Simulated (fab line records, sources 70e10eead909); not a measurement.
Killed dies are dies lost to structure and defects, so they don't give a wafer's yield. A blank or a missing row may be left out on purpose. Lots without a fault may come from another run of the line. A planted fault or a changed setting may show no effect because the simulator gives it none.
Which tool did it? | flow nand_harc | 10 lots, 30 wafers sampled, at 3 steps of a route of 1302

WHAT THE GAUGES READ, wafer by wafer
NHARC_P_STI_CD_MEAS_09: target cd 200 nm.
lot  | measured     | on        | cd_nm (nm)
L519 | day 2 22:41  | cd_sem-02 | 199 201 196
L520 | day 3 09:04  | cd_sem-03 | 205 207 202
L521 | day 3 19:30  | cd_sem-03 | 205 202 198
L522 | day 4 02:56  | cd_sem-01 | 184 185 191 184 185 191
L528 | day 6 13:15  | cd_sem-02 | 199 195 200
L533 | day 8 16:49  | cd_sem-01 | 201 205 201
L537 | day 10 06:14 | cd_sem-01 | 202 197 201
L538 | day 10 23:09 | cd_sem-01 | 200 200 203
L540 | day 11 12:29 | cd_sem-02 | 197 200 199
L542 | day 12 08:26 | cd_sem-02 | 200 200 201

WHICH TOOL RAN EACH LOT (tool, then ch and the chambers of the sampled wafers, then the start)
lot  | NHARC_P_ZERO_WELL_ETCH_63       | NHARC_P_STI_EXPOSE_06
L519 | rie_si-02 ch 0,1,3, day 1 21:43 | krf_scanner-01 ch 0, day 2 22:32
L520 | rie_si-02 ch 1,2,3, day 2 07:34 | krf_scanner-01 ch 0, day 3 08:55
L521 | rie_si-05 ch 0,1, day 2 17:40   | krf_scanner-02 ch 0, day 3 19:21
L522 | rie_si-05 ch 1,3, day 3 03:40   | krf_scanner-01 ch 0, day 4 02:47
L528 | rie_si-03 ch 1,2,3, day 5 15:33 | krf_scanner-01 ch 0, day 6 13:05
L533 | rie_si-02 ch 1,2,3, day 7 17:41 | krf_scanner-02 ch 0, day 8 16:40
L537 | rie_si-05 ch 1,2,3, day 9 09:37 | krf_scanner-01 ch 0, day 10 06:05
L538 | rie_si-05 ch 0,2,3, day 9 19:40 | krf_scanner-01 ch 0, day 10 23:00
L540 | rie_si-02 ch 0,1, day 10 15:35  | krf_scanner-03 ch 0, day 11 12:20
L542 | rie_si-03 ch 1,3, day 11 11:40  | krf_scanner-03 ch 0, day 12 08:17
- NHARC_P_ZERO_WELL_ETCH_63: etches the open film in HBr/Cl2, target depth 120 nm, time 40.1 s.
- NHARC_P_STI_EXPOSE_06: exposes mask P STI, target cd 200 nm.

THE ANSWER, worked out from the rows above alone
Rule: what is usual is taken from the lots themselves. Put in order of their means at a reading, lots are off if they are a third of the lots or fewer, leave a main group of 4 or more, and stand apart from it by a gap of 3 or more times the standard deviation of the main group's means; of several such gaps the widest counts. A main group whose means are all the same, to the digits that the tables above print for the reading, isn't used. A lot without any number at a reading at which 4 lots or more have one is off too. The other lots that the step has rows for count as sound.
Off: L522, at NHARC_P_STI_CD_MEAS_09 (cd_nm). The main group: mean 201 nm, standard deviation 2.
A tool fits if, at a process step before that reading, it ran every lot that is off, and no sound lot after the first of them. The gauges at NHARC_P_STI_CD_MEAS_09 are tried like those tools. None of those tried fits.

WHAT THE SIMULATOR HAD PUT IN
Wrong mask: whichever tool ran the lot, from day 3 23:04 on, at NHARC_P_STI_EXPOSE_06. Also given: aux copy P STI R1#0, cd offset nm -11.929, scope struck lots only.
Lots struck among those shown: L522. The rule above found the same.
